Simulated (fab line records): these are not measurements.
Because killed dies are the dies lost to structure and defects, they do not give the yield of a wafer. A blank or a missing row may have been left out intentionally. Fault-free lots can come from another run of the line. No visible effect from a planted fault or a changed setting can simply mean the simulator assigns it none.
fab line records    flow nand_harc    part 1 of 2: steps 1 to 4 of 6
record: lots: 21  wafers: 63  last_day: 34
route steps=1302 shown A_STAIRCASE@785
lots that met no fault: taken from a fault-free run of the same line
start_h: start of the lot's first displayed wafer, in hours after the record's first day    wait_h: hours from the lot's prior step to this one    " repeats the value in the row above    L1.1+2: a row that stands for several wafers    - no value present, or no start provided    * or withheld: withheld    < > ~ a bound
route shown NAME@n: NAME is a module with steps in the file, n the number in the route of the first one    usual: mean/standard deviation of fault-free wafers    same: alike in all rows    chamber/n: place in a boat    sites: per-site readings    _std_site: the standard deviation of these    _edge_site: mean of outer sites minus mean of inner sites    radius_mm: for every site, how far away it sits from the centre of the wafer    mask NAME#n: copy n    behind: tool/chamber where the wafer was last shaped    hold: reason for holding the lot/hours on hold/outcome of the hold    device: the transistor (n, p or np) that didn't switch    end of line: at the end of the route, the tests of the same wafers    a step with no rows: only its recipe    killed: at the first sort, the dies lost to defects and structure; wafer yield is something else    map: a wafer's dies, marking killed ones x, the rest . and places with no die _
set.NAME: the setting as run; set.NAME@STEP: as run at that earlier step    model.NAME: the simulator's own value behind a step, which no gauge read
route steps across a sampled set of lots; one table per step, one row per wafer
services: when a tool's chamber went out of use (start_h, in hours from the record's first day, below 0 if earlier), for how many hours, and the reason
== steps ==
step: NHARC_A_STAIRCASE_ETCH_271
recipe: cf4_flow_sccm: 100  chf3_flow_sccm: 30  ar_flow_sccm: 0  rf_w: 500  bias_w: 200  chemistry: CF4/CHF3
usual: drypump_motor_current_A: 5.75/0.29  oes_product_au: 0.950/0.022  rf_vpp_V: 369.7/2.5  showerhead_plenum_p_Torr: 1.55/0.071  throttle_valve_pct: 16.803/0.0091
lot.wafer  tool         chamber  start_h  wait_h  drypump_motor_current_A  oes_product_au  rf_hours_counter_h  rf_vpp_V  showerhead_plenum_p_Torr  throttle_valve_pct
L074.2     rie_diel-11  2        370.40   0.1     5.95                     0.923           31                  369.4     1.53                      16.799
L074.6     "            0        "        "       6.19                     0.914           -                   367.5     1.47                      16.808
L074.5     "            1        "        "       5.45                     0.915           -                   370.6     1.60                      16.818
L075.1     rie_diel-11  2        385.93   0.1     5.95                     0.975           35                  369.4     1.53                      16.806
L075.2     "            3        "        "       5.91                     0.968           32                  369.4     1.55                      16.803
L075.5     "            1        "        "       5.50                     0.970           -                   370.1     1.60                      16.807
L076.4     rie_diel-10  2        390.10   0.1     5.27                     0.925           42                  367.3     1.45                      16.794
L076.1     "            3        "        "       6.01                     0.931           46                  368.1     1.51                      16.804
L076.3     "            0        "        "       5.58                     0.931           52                  369.9     1.56                      16.803
L077.1     rie_diel-13  3        392.05   0.1     5.40                     0.954           14                  369.1     1.52                      16.816
L077.4     "            1        "        "       5.63                     0.968           11                  367.2     1.49                      16.806
L077.5     "            2        "        "       6.19                     0.987           -                   366.0     1.46                      16.789
L078.1     rie_diel-11  1        417.38   0.1     5.47                     0.924           49                  371.9     1.59                      16.799
L078.2     "            3        "        "       5.91                     0.917           42                  368.9     1.55                      16.800
L078.5     "            2        "        "       5.94                     0.918           -                   368.7     1.53                      16.797
L079.2     rie_diel-13  1        419.28   0.1     5.63                     0.969           20                  367.1     1.48                      16.821
L079.5     "            0        "        "       5.73                     0.986           -                   368.6     1.55                      16.811
L079.6     "            1        "        "       5.61                     0.970           -                   366.1     1.48                      16.806
L080.2     rie_diel-10  3        440.83   0.3     6.03                     0.954           2                   369.6     1.51                      16.802
L080.1     "            1        "        "       5.49                     0.938           2                   370.0     1.58                      16.789
L080.5     "            2        "        "       5.31                     0.942           -                   374.6     1.70                      16.805
L081.2     rie_diel-13  3        452.95   0.2     5.43                     0.922           35                  368.8     1.51                      16.794
L081.1     "            1        "        "       5.64                     0.910           34                  366.8     1.48                      16.787
L081.4     "            2        "        "       6.19                     0.915           32                  366.4     1.46                      16.805
L083.2     rie_diel-11  0        461.99   0.1     6.18                     0.970           7                   374.6     1.70                      16.820
L083.5     "            3        "        "       5.89                     0.956           -                   369.0     1.54                      16.811
L083.6     "            0        "        "       6.16                     0.965           -                   374.5     1.70                      16.784
L082.2     rie_diel-13  3        463.17   0.1     5.41                     0.933           40                  368.4     1.51                      16.803
L082.3     "            0        "        "       5.70                     0.943           38                  370.5     1.55                      16.801
L082.5     "            1        "        "       5.64                     0.938           -                   367.8     1.48                      16.805
L084.3     rie_diel-10  0        473.76   0.1     5.56                     0.945           11                  371.0     1.56                      16.800
L084.1     "            1        "        "       5.56                     0.951           15                  369.5     1.57                      16.801
L084.5     "            1        "        "       5.52                     0.946           -                   370.9     1.57                      16.807
L085.2     rie_diel-11  2        487.35   0.1     5.92                     0.975           12                  369.0     1.52                      16.816
L085.1     "            1        "        "       5.47                     0.951           14                  372.0     1.59                      16.799
L085.6     "            2        "        "       5.94                     0.970           -                   369.2     1.52                      16.804
L088.3     rie_diel-10  0        511.52   0.1     5.57                     0.989           21                  370.4     1.55                      16.802
L088.1     "            1        "        "       5.53                     0.977           24                  370.8     1.57                      16.802
L088.6     "            3        "        "       6.02                     0.973           -                   368.1     1.50                      16.809
L089.3     rie_diel-13  3        511.69   0.1     5.45                     0.950           59                  367.7     1.51                      16.803
L089.6     "            0        "        "       5.75                     0.959           -                   369.7     1.54                      16.816
L089.5     "            1        "        "       5.65                     0.966           -                   366.4     1.48                      16.803
L087.1     rie_diel-13  3        515.84   0.1     5.42                     0.976           60                  369.4     1.51                      16.792
L087.3     "            1        "        "       5.65                     0.965           47                  367.6     1.48                      16.798
L087.5     "            3        "        "       5.43                     0.981           -                   370.4     1.51                      16.813
L091.3     rie_diel-11  2        540.80   0.1     5.96                     0.965           31                  367.5     1.52                      16.800
L091.1     "            3        "        "       5.93                     0.965           37                  370.5     1.54                      16.802
L091.6     "            2        "        "       5.94                     0.965           -                   369.2     1.52                      16.798
L090.1     rie_diel-13  3        543.46   0.1     5.44                     0.939           7                   367.6     1.50                      16.798
L090.3     "            0        "        "       5.74                     0.967           7                   369.7     1.54                      16.790
L090.5     "            1        "        "       5.64                     0.946           -                   368.0     1.48                      16.807
L092.3     rie_diel-13  3        554.08   0.2     5.39                     0.917           10                  367.7     1.50                      16.807
L092.4     "            0        "        "       5.71                     0.937           10                  370.7     1.54                      16.800
L092.6     "            2        "        "       6.20                     0.931           -                   375.5     1.70                      16.804
L094.4     rie_diel-13  0        582.99   0.1     5.74                     0.964           21                  369.7     1.54                      16.796
L094.3     "            1        "        "       5.61                     0.958           19                  367.2     1.47                      16.785
L094.1     "            2        "        "       6.16                     0.992           19                  375.7     1.69                      16.813
L095.4     rie_diel-10  2        585.08   0.1     5.31                     0.978           47                  373.7     1.69                      16.804
L095.1     "            0        "        "       5.56                     0.968           44                  371.2     1.55                      16.809
L095.5     "            2        "        "       5.27                     0.976           -                   373.4     1.69                      16.798
L097.2     rie_diel-11  0        602.98   0.1     6.21                     0.964           52                  373.8     1.69                      16.806
L097.4     "            2        "        "       5.93                     0.934           47                  370.6     1.51                      16.800
L097.5     "            3        "        "       5.88                     0.947           -                   370.3     1.53                      16.808
step: NHARC_A_STAIRCASE_HM_OPEN_460
recipe: o2_flow_sccm: 400  cos_flow_sccm: 20  ar_flow_sccm: 0  rf_w: 500  bias_w: 300  chemistry: O2/COS
usual: drypump_motor_current_A: 5.79/0.29  oes_product_au: 0.997/0.011  rf_vpp_V: 467/3.1  showerhead_plenum_p_Torr: 3.10/0.14  throttle_valve_pct: 28.330/0.0096
lot.wafer  tool         chamber  start_h  wait_h  drypump_motor_current_A  oes_product_au  rf_hours_counter_h  rf_vpp_V  showerhead_plenum_p_Torr  throttle_valve_pct
L074.2     rie_diel-13  0        -        -       5.73                     1.001           12                  466       3.09                      28.335
L074.6     "            2        "        "       6.20                     1.010           -                   463       2.91                      28.347
L074.5     "            3        "        "       5.43                     0.993           -                   465       3.01                      28.317
L075.2     rie_diel-11  1        -        -       5.49                     0.993           40                  469       3.17                      28.322
L075.1     "            2        "        "       5.93                     0.995           37                  465       3.03                      28.325
L075.5     "            0        "        "       6.23                     0.985           -                   461       2.91                      28.320
L076.3     rie_diel-10  2        -        -       5.26                     1.019           44                  462       2.88                      28.324
L076.4     "            3        "        "       6.05                     1.003           48                  465       3.00                      28.347
L076.1     "            0        "        "       5.60                     1.007           54                  466       3.10                      28.326
L077.1     rie_diel-11  2        -        -       5.95                     0.995           37                  465       3.03                      28.323
L077.4     "            0        "        "       6.20                     0.989           40                  463       2.91                      28.331
L077.5     "            2        "        "       5.94                     0.997           -                   466       3.03                      28.343
L078.2     rie_diel-11  2        -        -       5.95                     0.992           45                  466       3.03                      28.323
L078.1     "            0        "        "       6.23                     0.987           52                  462       2.90                      28.339
L078.5     "            2        "        "       6.01                     0.986           -                   466       3.03                      28.325
L079.2     rie_diel-13  3        -        -       5.45                     0.988           24                  465       3.01                      28.325
L079.6     "            1        "        "       5.64                     0.986           -                   463       2.94                      28.346
L079.5     "            3        "        "       5.45                     0.978           -                   465       3.01                      28.335
L080.2     rie_diel-10  2        447.62   0.1     5.28                     1.009           5                   471       3.37                      28.333
L080.1     "            3        "        "       6.05                     1.001           5                   465       3.00                      28.330
L080.5     "            3        "        "       6.04                     1.011           -                   465       3.00                      28.329
L081.2     rie_diel-10  1        -        -       5.56                     0.995           11                  469       3.12                      28.328
L081.1     "            2        "        "       5.30                     0.998           13                  472       3.37                      28.324
L081.4     "            0        "        "       5.59                     1.000           6                   467       3.09                      28.332
L083.2     rie_diel-11  0        -        -       6.18                     0.992           9                   472       3.37                      28.341
L083.6     "            2        "        "       5.97                     1.009           -                   465       3.02                      28.329
L083.5     "            3        "        "       5.92                     1.002           -                   466       3.06                      28.317
L082.2     rie_diel-11  0        -        -       6.24                     0.983           10                  472       3.37                      28.341
L082.3     "            1        "        "       5.48                     0.985           8                   468       3.16                      28.344
L082.5     "            0        "        "       6.21                     0.987           -                   471       3.37                      28.335
L084.1     rie_diel-10  1        -        -       5.55                     0.995           18                  466       3.12                      28.357
L084.3     "            2        "        "       5.31                     1.007           20                  471       3.36                      28.329
L084.5     "            0        "        "       5.59                     1.008           -                   466       3.08                      28.323
L085.2     rie_diel-11  3        -        -       5.91                     0.994           17                  467       3.06                      28.353
L085.1     "            1        "        "       5.46                     0.991           15                  468       3.15                      28.321
L085.6     "            3        "        "       5.89                     0.992           -                   464       3.06                      28.330
L088.1     rie_diel-10  0        -        -       5.61                     1.018           23                  466       3.08                      28.328
L088.3     "            1        "        "       5.54                     1.013           25                  466       3.11                      28.335
L088.6     "            0        "        "       5.61                     1.014           -                   467       3.08                      28.322
L089.3     rie_diel-11  3        -        -       5.92                     0.990           28                  465       3.05                      28.326
L089.6     "            0        "        "       6.24                     0.982           -                   474       3.36                      28.336
L089.5     "            2        "        "       5.98                     0.994           -                   465       3.02                      28.317
L087.1     rie_diel-10  1        -        -       5.52                     1.007           28                  468       3.11                      28.331
L087.3     "            2        "        "       5.27                     1.007           29                  472       3.36                      28.325
L087.5     "            1        "        "       5.55                     1.001           -                   467       3.11                      28.354
L091.3     rie_diel-13  1        -        -       5.64                     0.982           11                  462       2.93                      28.334
L091.1     "            2        "        "       6.23                     1.009           11                  472       3.37                      28.315
L091.6     "            1        "        "       5.65                     0.982           -                   463       2.93                      28.308
L090.1     rie_diel-11  2        -        -       5.90                     0.997           33                  465       3.01                      28.327
L090.3     "            3        "        "       5.93                     0.986           39                  465       3.05                      28.347
L090.5     "            1        "        "       5.48                     0.989           -                   469       3.15                      28.334
L092.4     rie_diel-11  3        -        -       5.90                     0.994           40                  465       3.05                      28.318
L092.3     "            0        "        "       6.27                     0.988           41                  473       3.35                      28.330
L092.6     "            0        "        "       6.26                     0.992           -                   472       3.35                      28.322
L094.3     rie_diel-11  1        -        -       5.48                     0.989           34                  467       3.15                      28.328
L094.1     "            2        "        "       5.97                     1.002           44                  464       3.01                      28.337
L094.4     "            0        "        "       6.16                     0.991           47                  473       3.35                      28.319
L095.1     rie_diel-10  0        -        -       5.59                     1.002           47                  466       3.07                      28.313
L095.4     "            2        "        "       5.30                     1.002           48                  474       3.35                      28.340
L095.5     "            0        "        "       5.57                     1.005           -                   465       3.07                      28.329
L097.4     rie_diel-13  2        -        -       6.19                     1.002           29                  473       3.36                      28.328
L097.2     "            3        "        "       5.48                     0.990           31                  464       2.97                      28.325
L097.5     "            0        "        "       5.74                     1.000           -                   466       3.05                      28.317
step: NHARC_A_STAIRCASE_HM_OPEN_463
recipe: o2_flow_sccm: 400  cos_flow_sccm: 20  ar_flow_sccm: 0  rf_w: 500  bias_w: 300  chemistry: O2/COS
usual: drypump_motor_current_A: 5.75/0.3  oes_product_au: 1.000/0.01  rf_vpp_V: 467/3.2  showerhead_plenum_p_Torr: 3.09/0.15  throttle_valve_pct: 28.330/0.0092
lot.wafer  tool         chamber  start_h  wait_h  drypump_motor_current_A  oes_product_au  rf_hours_counter_h  rf_vpp_V  showerhead_plenum_p_Torr  throttle_valve_pct
L074.2     rie_diel-11  2        -        -       5.96                     0.988           36                  465       3.03                      28.330
L074.5     "            3        "        "       5.92                     0.989           -                   467       3.07                      28.344
L074.6     "            0        "        "       6.23                     0.991           -                   463       2.91                      28.325
L075.2     rie_diel-10  0        -        -       5.60                     0.997           55                  468       3.09                      28.330
L075.1     "            2        "        "       5.29                     1.003           46                  462       2.88                      28.326
L075.5     "            1        "        "       5.49                     0.985           -                   468       3.13                      28.334
L076.3     rie_diel-10  0        -        -       5.58                     0.986           56                  468       3.09                      28.325
L076.1     "            1        "        "       5.52                     1.006           50                  467       3.13                      28.330
L076.4     "            3        "        "       6.03                     1.005           51                  465       3.00                      28.334
L077.1     rie_diel-13  2        -        -       6.19                     1.012           17                  463       2.90                      28.340
L077.4     "            0        "        "       5.72                     1.004           18                  467       3.08                      28.327
L077.5     "            3        "        "       5.44                     0.989           -                   463       3.01                      28.318
L078.2     rie_diel-10  3        -        -       6.03                     1.015           0                   464       3.00                      28.328
L078.1     "            1        "        "       5.57                     0.996           0                   466       3.13                      28.344
L078.5     "            0        "        "       5.63                     0.997           -                   465       3.09                      28.340
L079.2     rie_diel-10  3        -        -       6.04                     1.019           1                   464       3.00                      28.333
L079.6     "            2        "        "       5.34                     1.013           -                   474       3.37                      28.324
L079.5     "            3        "        "       6.06                     1.015           -                   465       3.00                      28.333
L080.1     rie_diel-11  3        -        -       5.91                     1.002           6                   467       3.06                      28.309
L080.2     "            1        "        "       5.45                     1.007           4                   467       3.16                      28.331
L080.5     "            2        "        "       5.93                     1.008           -                   463       3.03                      28.325
L081.4     rie_diel-11  0        -        -       6.21                     1.004           9                   473       3.37                      28.328
L081.2     "            2        "        "       5.99                     1.003           7                   465       3.02                      28.329
L081.1     "            3        "        "       5.89                     1.005           9                   466       3.06                      28.342
L083.2     rie_diel-10  0        -        -       5.59                     1.014           14                  467       3.08                      28.322
L083.6     "            2        "        "       5.32                     1.006           -                   474       3.36                      28.335
L083.5     "            3        "        "       6.03                     1.010           -                   465       2.99                      28.327
L082.2     rie_diel-13  2        -        -       6.19                     1.000           43                  462       2.89                      28.331
L082.3     "            1        "        "       5.64                     0.999           43                  462       2.93                      28.339
L082.5     "            2        "        "       6.18                     0.989           -                   462       2.89                      28.342
L084.1     rie_diel-13  1        -        -       5.65                     0.996           45                  463       2.93                      28.335
L084.3     "            0        "        "       5.71                     0.995           47                  467       3.07                      28.312
L084.5     "            1        "        "       5.63                     0.999           -                   462       2.93                      28.345
L085.2     rie_diel-11  0        -        -       6.24                     0.988           20                  472       3.36                      28.343
L085.1     "            2        "        "       5.93                     0.997           15                  465       3.02                      28.327
L085.6     "            0        "        "       6.22                     1.002           -                   471       3.36                      28.334
L088.3     rie_diel-11  2        -        -       5.88                     0.998           24                  466       3.02                      28.344
L088.1     "            0        "        "       6.22                     0.991           31                  472       3.36                      28.335
L088.6     "            3        "        "       5.92                     1.001           -                   467       3.05                      28.331
L089.3     rie_diel-10  1        -        -       5.59                     1.007           29                  468       3.11                      28.331
L089.6     "            1        "        "       5.56                     1.000           -                   466       3.11                      28.328
L089.5     "            2        "        "       5.33                     1.000           -                   472       3.36                      28.323
L087.1     rie_diel-10  3        -        -       6.02                     1.020           37                  465       2.98                      28.335
L087.3     "            0        "        "       5.61                     1.005           31                  466       3.08                      28.336
L087.5     "            0        "        "       5.61                     1.005           -                   466       3.08                      28.334
L091.1     rie_diel-10  0        -        -       5.57                     1.006           39                  467       3.07                      28.338
L091.3     "            3        "        "       6.05                     1.016           45                  464       2.98                      28.309
L091.6     "            0        "        "       5.58                     1.005           -                   467       3.07                      28.311
L090.3     rie_diel-10  1        -        -       5.56                     1.004           41                  467       3.11                      28.330
L090.1     "            2        "        "       5.32                     1.006           42                  472       3.35                      28.332
L090.5     "            1        "        "       5.54                     1.002           -                   468       3.11                      28.337
L092.4     rie_diel-13  3        -        -       5.46                     0.984           17                  465       2.98                      28.340
L092.3     "            0        "        "       5.76                     1.014           18                  464       3.06                      28.330
L092.6     "            3        "        "       5.43                     0.985           -                   466       2.98                      28.335
L094.4     rie_diel-13  1        -        -       5.66                     0.989           24                  462       2.92                      28.333
L094.1     "            3        "        "       5.46                     1.005           24                  463       2.98                      28.321
L094.3     "            0        "        "       5.74                     1.015           26                  467       3.05                      28.337
L095.4     rie_diel-11  3        -        -       5.89                     1.011           49                  465       3.04                      28.339
L095.1     "            0        "        "       6.22                     0.996           50                  473       3.35                      28.336
L095.5     "            2        "        "       5.89                     0.991           -                   464       3.01                      28.315
L097.2     rie_diel-13  2        -        -       6.19                     1.009           33                  471       3.36                      28.324
L097.4     "            3        "        "       5.42                     0.993           35                  464       2.97                      28.320
L097.5     "            2        "        "       6.21                     1.006           -                   472       3.36                      28.349
step: NHARC_A_STAIRCASE_STRIP_316
recipe: o2_flow_sccm: 500  ar_flow_sccm: 0  bias_w: 0  chemistry: O2
usual: drypump_motor_current_A: 5.75/0.28  oes_product_au: 0.999/0.01  rf_vpp_V: 57.7/0.9  showerhead_plenum_p_Torr: 3.49/0.15  throttle_valve_pct: 17.037/0.0089
lot.wafer  tool         chamber  start_h  wait_h  drypump_motor_current_A  oes_product_au  rf_hours_counter_h  rf_vpp_V  showerhead_plenum_p_Torr  throttle_valve_pct
L074.2     rie_diel-11  0        -        -       6.23                     0.993           39                  57.1      3.29                      17.025
L074.6     "            3        "        "       5.95                     0.997           -                   57.3      3.47                      17.038
L074.5     "            0        "        "       6.26                     0.991           -                   58.7      3.29                      17.018
L075.2     rie_diel-10  0        -        -       5.61                     0.996           57                  56.8      3.50                      17.041
L075.1     "            1        "        "       5.55                     1.002           51                  57.5      3.54                      17.030
L075.5     "            0        "        "       5.60                     0.995           -                   56.6      3.50                      17.048
L077.1     rie_diel-13  0        -        -       5.74                     1.001           19                  56.7      3.49                      17.041
L077.4     "            1        "        "       5.63                     0.987           18                  57.0      3.33                      17.042
L077.5     "            0        "        "       5.73                     1.018           -                   58.1      3.49                      17.030
L076.1     rie_diel-10  3        -        -       6.04                     0.994           51                  56.9      3.39                      17.033
L076.3     "            0        "        "       5.60                     0.987           57                  58.1      3.50                      17.033
L076.4     "            1        "        "       5.55                     0.996           51                  58.2      3.54                      17.034
L078.1     rie_diel-10  3        -        -       6.04                     1.008           0                   57.2      3.39                      17.028
L078.2     "            2        "        "       5.30                     1.002           0                   58.6      3.81                      17.022
L078.5     "            3        "        "       6.04                     1.001           -                   57.9      3.39                      17.035
L079.2     rie_diel-10  3        -        -       6.02                     1.020           2                   58.1      3.39                      17.041
L079.5     "            1        "        "       5.55                     0.995           -                   58.8      3.53                      17.042
L079.6     "            3        "        "       6.04                     1.013           -                   56.0      3.39                      17.027
L080.2     rie_diel-11  3        -        -       5.89                     0.982           6                   57.5      3.46                      17.048
L080.1     "            1        "        "       5.47                     0.977           5                   58.7      3.57                      17.040
L080.5     "            2        "        "       5.89                     0.991           -                   57.4      3.42                      17.031
L081.2     rie_diel-11  1        -        -       5.46                     0.981           7                   57.5      3.57                      17.031
L081.1     "            2        "        "       5.97                     0.993           7                   58.9      3.42                      17.024
L081.4     "            3        "        "       5.93                     1.003           9                   56.0      3.46                      17.048
L083.2     rie_diel-10  2        -        -       5.32                     1.005           20                  57.5      3.80                      17.027
L083.6     "            1        "        "       5.55                     0.997           -                   57.6      3.52                      17.039
L083.5     "            2        "        "       5.34                     0.997           -                   57.9      3.80                      17.037
L082.3     rie_diel-13  0        -        -       5.71                     0.991           46                  57.2      3.47                      17.022
L082.2     "            3        "        "       5.43                     0.995           48                  56.8      3.39                      17.038
L082.5     "            0        "        "       5.73                     0.987           -                   57.4      3.47                      17.057
L084.1     rie_diel-13  1        -        -       5.65                     0.992           45                  56.3      3.32                      17.032
L084.3     "            2        "        "       6.21                     1.002           45                  57.4      3.27                      17.048
L084.5     "            1        "        "       5.65                     0.989           -                   57.1      3.32                      17.039
L085.2     rie_diel-11  2        -        -       5.94                     0.994           15                  55.6      3.42                      17.034
L085.1     "            0        "        "       6.18                     0.994           20                  59.7      3.80                      17.037
L085.6     "            1        "        "       5.49                     0.983           -                   58.9      3.56                      17.037
L088.3     rie_diel-11  2        -        -       5.95                     1.001           25                  58.0      3.41                      17.036
L088.1     "            0        "        "       6.26                     0.995           32                  59.1      3.79                      17.051
L088.6     "            0        "        "       6.22                     1.000           -                   57.7      3.79                      17.026
L089.3     rie_diel-10  0        -        -       5.61                     1.008           28                  59.5      3.48                      17.039
L089.6     "            2        "        "       5.31                     0.998           -                   58.6      3.79                      17.039
L089.5     "            3        "        "       6.05                     1.016           -                   57.2      3.37                      17.034
L087.1     rie_diel-10  1        -        -       5.51                     1.011           35                  58.8      3.51                      17.026
L087.3     "            2        "        "       5.28                     1.013           37                  58.3      3.79                      17.020
L087.5     "            0        "        "       5.59                     1.004           -                   58.7      3.48                      17.040
L091.3     rie_diel-10  1        -        -       5.56                     0.994           41                  58.7      3.51                      17.028
L091.1     "            2        "        "       5.31                     1.004           42                  58.5      3.78                      17.038
L091.6     "            1        "        "       5.55                     1.006           -                   56.5      3.51                      17.049
L090.1     rie_diel-10  1        -        -       5.54                     1.000           42                  58.4      3.51                      17.051
L090.3     "            2        "        "       5.30                     1.008           42                  58.1      3.78                      17.042
L090.5     "            3        "        "       6.05                     1.017           -                   58.3      3.37                      17.028
L092.4     rie_diel-13  0        -        -       5.74                     1.010           18                  55.2      3.45                      17.060
L092.3     "            1        "        "       5.65                     0.977           17                  58.2      3.31                      17.047
L092.6     "            0        "        "       5.72                     1.020           -                   59.0      3.45                      17.036
L094.1     rie_diel-13  0        -        -       5.74                     1.019           27                  58.2      3.45                      17.034
L094.3     "            1        "        "       5.65                     0.990           24                  56.0      3.30                      17.045
L094.4     "            2        "        "       6.22                     1.006           23                  57.7      3.79                      17.035
L095.1     rie_diel-11  3        -        -       5.95                     0.994           49                  58.9      3.44                      17.038
L095.4     "            1        "        "       5.47                     0.988           36                  58.2      3.55                      17.049
L095.5     "            3        "        "       5.94                     0.990           -                   57.7      3.44                      17.044
L097.4     rie_diel-13  1        -        -       5.65                     0.977           37                  57.9      3.30                      17.047
L097.2     "            2        "        "       6.22                     0.998           34                  57.9      3.79                      17.032
L097.5     "            2        "        "       6.21                     1.008           -                   59.3      3.79                      17.042
